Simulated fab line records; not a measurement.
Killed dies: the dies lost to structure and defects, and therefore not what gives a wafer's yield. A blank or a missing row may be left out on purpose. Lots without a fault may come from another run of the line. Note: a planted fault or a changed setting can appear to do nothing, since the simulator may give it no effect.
Matching of chambers | flow n5_finfet | 3 sister chambers for N5_BEOL_M8_DEP_56 on pecvd-03
The step deposits SiCN from 3MS/NH3, target thk 10 nm, time 17.5 s. 14 wafers are shown with their chamber, then 7 later ones without.

## WAFERS, EACH WITH ITS CHAMBER
wafer  | chamber | throttle_valve_pct (%) | showerhead_plenum_p_Torr (Torr) | chamber_pressure_Torr (Torr)
L074.1 | 0       | 9.2                    | 3.666                           | 3.010
L074.4 | 1       | 9.2                    | 3.663                           | 2.999
L074.6 | 1       | 9.0                    | 3.675                           | 2.999
L080.2 | 1       | 9.1                    | 3.668                           | 3.010
L080.4 | 2       | 8.4                    | 3.671                           | 3.007
L080.5 | 1       | 9.2                    | 3.671                           | 2.997
L081.1 | 0       | 9.2                    | 3.657                           | 2.993
L081.2 | 1       | 9.1                    | 3.675                           | 2.992
L081.6 | 0       | 9.6                    | 3.661                           | 2.995
L086.2 | 1       | 9.3                    | 3.665                           | 3.003
L086.4 | 2       | 8.4                    | 3.672                           | 3.005
L086.5 | 1       | 8.9                    | 3.666                           | 2.996
L091.2 | 2       | 8.6                    | 3.664                           | 3.003
L091.5 | 2       | 8.5                    | 3.671                           | 2.998

SIGNATURES (averages over the wafers above)
reading                  | chamber 0 | chamber 1 | chamber 2 | scatter within a chamber
throttle_valve_pct       | 9.333     | 9.114     | 8.475     | 0.149
showerhead_plenum_p_Torr | 3.66133   | 3.66900   | 3.66950   | 0.00447
chamber_pressure_Torr    | 2.99933   | 2.99943   | 3.00325   | 0.00614
Rule: distance of a wafer from a chamber = root of the sum over the readings of ((wafer's reading minus chamber's mean) / reading's scatter) squared. If the next closest chamber is less than 2 further off than the closest, the wafer can't be placed; otherwise it belongs to the closest. The scatter: take each reading less its chamber's mean, square it, sum over the shown wafers, divide by the number of wafers less the number of chambers, and take the root.

## WAFERS MISSING THEIR CHAMBER
wafer  | throttle_valve_pct (%) | showerhead_plenum_p_Torr (Torr) | chamber_pressure_Torr (Torr)
L091.6 | 9.2                    | 3.675                           | 3.005
L094.1 | 9.2                    | 3.659                           | 2.991
L094.3 | 8.6                    | 3.671                           | 2.999
L094.4 | 9.3                    | 3.669                           | 2.992
L097.1 | 8.5                    | 3.676                           | 3.001
L097.5 | 9.4                    | 3.659                           | 3.005
L097.6 | 9.0                    | 3.677                           | 3.020

## WHICH CHAMBER EACH WENT THROUGH
wafer  | from the rows above          | in truth
L091.6 | can't be placed: 1 or 0      | 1
L094.1 | can't be placed: 0 or 1      | 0
L094.3 | 2                            | 2
L094.4 | can't be placed: 1 or 0      | 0
L097.1 | 2                            | 2
L097.5 | can't be placed: 0 or 1      | 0
L097.6 | can't be placed: 1 or 2 or 0 | 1
Correctly placed: 2 of 7. Cannot be placed on the basis of these rows: 5; the candidates contain the true chamber in 5. 0 placed wrongly.
